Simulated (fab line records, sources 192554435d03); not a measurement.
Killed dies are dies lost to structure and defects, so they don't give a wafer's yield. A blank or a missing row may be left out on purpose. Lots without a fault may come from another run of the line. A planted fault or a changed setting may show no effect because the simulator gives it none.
Chamber matching | flow n5_finfet | N5_BEOL_M11_CURE_72 on uv_cure-02: 3 sister chambers
The step cures SiCOH lowk, time 120 s. 3 wafers are shown with their chamber, then 12 later ones without.

WAFERS WITH THEIR CHAMBER
wafer  | chamber | wafer_temp_C_max
L080.5 | 1       | 371.8
L086.4 | 0       | 371.5
L088.3 | 2       | 373.8

WAFERS WITHOUT THEIR CHAMBER
wafer  | wafer_temp_C_max
L090.1 | 371.5
L090.4 | 371.5
L090.5 | 371.8
L090.2 | 370.9
L090.3 | 370.8
L090.6 | 371.1
L093.1 | 371.8
L093.4 | 370.9
L093.6 | 371.0
L095.3 | 373.6
L095.5 | 372.8
L095.6 | 372.8

WHICH CHAMBER EACH WENT THROUGH
wafer  | from the rows above          | in truth
L090.1 | can't be placed: 0 or 1      | 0
L090.4 | can't be placed: 0 or 1      | 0
L090.5 | can't be placed: 1 or 0      | 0
L090.2 | can't be placed: 0 or 1      | 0
L090.3 | can't be placed: 0 or 1      | 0
L090.6 | can't be placed: 0 or 1      | 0
L093.1 | can't be placed: 1 or 0      | 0
L093.4 | can't be placed: 0 or 1      | 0
L093.6 | can't be placed: 0 or 1      | 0
L095.3 | 2                            | 2
L095.5 | can't be placed: 1 or 2 or 0 | 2
L095.6 | can't be placed: 1 or 2 or 0 | 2
Placed correctly: 1 of 12. Can't be placed from these rows: 11 (the true chamber is among the candidates in 11). Placed wrongly: 0.
How it was worked out, from the rows above alone: a wafer's distance from a chamber is the root of the sum, over the readings, of the square of ((its reading less the chamber's mean) divided by the reading's scatter). The wafer belongs to the nearest chamber; if the next one is less than 2 further off, it can't be placed. A chamber's mean is the mean of its shown wafers. The scatter: with one shown wafer a chamber, the root of the mean of the squares of how far each hidden wafer lies from its nearest shown one.
